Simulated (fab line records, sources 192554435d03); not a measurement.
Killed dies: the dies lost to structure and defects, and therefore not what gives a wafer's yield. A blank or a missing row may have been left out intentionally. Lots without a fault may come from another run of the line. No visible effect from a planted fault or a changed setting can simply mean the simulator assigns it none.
Matching of chambers    flow n5 finfet    4 sister chambers for N5_BEOL_M3_ALD_98 on ald sin-01
The step deposits SiO2, target thk 2.5 nm, pulse time 1 s, co reactant pulse time 1 s. 8 wafers are shown with their chamber, then 8 later ones without.

WAFERS PAIRED WITH THEIR CHAMBERS
wafer   chamber  heater power w (W)  precursor pulse height rel
L074.6  1        82                  1.010
L082.2  1        84                  0.970
L085.1  2        77                  0.957
L085.6  3        72                  1.009
L089.1  3        71                  0.996
L089.3  2        76                  1.005
L089.4  0        87                  1.000
L091.3  0        88                  0.991

WAFERS WHOSE CHAMBER IS MISSING
wafer   heater power w (W)  precursor pulse height rel
L091.5  88                  0.994
L091.6  74                  1.013
L094.1  83                  1.012
L094.5  77                  0.988
L094.6  82                  1.025
L096.1  77                  0.973
L096.3  80                  0.986
L096.5  84                  0.985

WHICH CHAMBER EACH ONE RAN IN
wafer    from the rows above       in truth
L091.5   0                         0
L091.6   can't be placed: 3 or 2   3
L094.1   1                         1
L094.5   2                         2
L094.6   1                         1
L096.1   2                         2
L096.3   can't be placed: 1 or 2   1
L096.5   1                         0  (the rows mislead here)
5 of 8 placed correctly. Cannot be placed on the basis of these rows: 2; the candidates contain the true chamber in 2. 1 placed wrongly.
How it was worked out, from the rows above alone: a wafer's distance from a chamber is the root of the sum, over the readings, of the square of ((its reading less the chamber's mean) divided by the reading's scatter). If the next closest chamber is less than 2 further off than the closest, the wafer can't be placed; otherwise it belongs to the closest. A chamber's mean is the mean of its shown wafers. How the scatter is found: for the shown wafers, subtract from each reading the mean of its chamber, square and add these, divide the total by (wafers less chambers), then take the root.
